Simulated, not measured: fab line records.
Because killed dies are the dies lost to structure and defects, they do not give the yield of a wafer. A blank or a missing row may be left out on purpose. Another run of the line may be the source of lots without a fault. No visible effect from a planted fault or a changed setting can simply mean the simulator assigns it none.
Matching of chambers ; flow nand harc ; 4 sister chambers for NHARC_P_M2_CMP_23 on cmp-03
The step polishes, t overpolish 20 s, target thk 144.3 nm. 8 wafers are shown with their chamber, then 8 later ones without.

EACH WAFER AND ITS CHAMBER
wafer;chamber;motor current A (A);time to endpoint s (s)
L074.3;3;13.5;30.9
L075.2;3;13.4;33.3
L076.5;1;13.2;31.2
L084.4;1;12.5;29.3
L086.2;0;11.0;27.9
L086.3;2;10.7;25.8
L086.5;0;11.3;29.0
L087.2;2;11.2;26.8

WAFERS WITHOUT THEIR CHAMBER
wafer;motor current A (A);time to endpoint s (s)
L087.3;10.7;28.1
L087.4;12.8;27.7
L092.1;10.7;30.2
L092.5;12.4;28.6
L092.6;11.0;27.9
L093.1;11.2;28.0
L093.3;10.9;27.5
L093.5;13.5;26.5

CHAMBER TAKEN BY EACH
wafer;from the rows above;in truth
L087.3;can't be placed: 0 or 2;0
L087.4;1;1
L092.1;can't be placed: 0 or 2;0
L092.5;can't be placed: 1 or 0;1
L092.6;can't be placed: 0 or 2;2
L093.1;can't be placed: 0 or 2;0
L093.3;can't be placed: 2 or 0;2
L093.5;can't be placed: 1 or 3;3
1 of 8 placed correctly. From these rows, 7 cannot be placed; in 7 the true chamber is one of the candidates. 0 placed wrongly.
How it was worked out, from the rows above alone: a wafer's distance from a chamber is the root of the sum, over the readings, of the square of ((its reading less the chamber's mean) divided by the reading's scatter). If the next closest chamber is less than 2 further off than the closest, the wafer can't be placed; otherwise it belongs to the closest. A chamber's mean is the mean of its shown wafers. The scatter: the root of (the sum of the squares of (reading less its chamber's mean) over the shown wafers, divided by (wafers less chambers)).
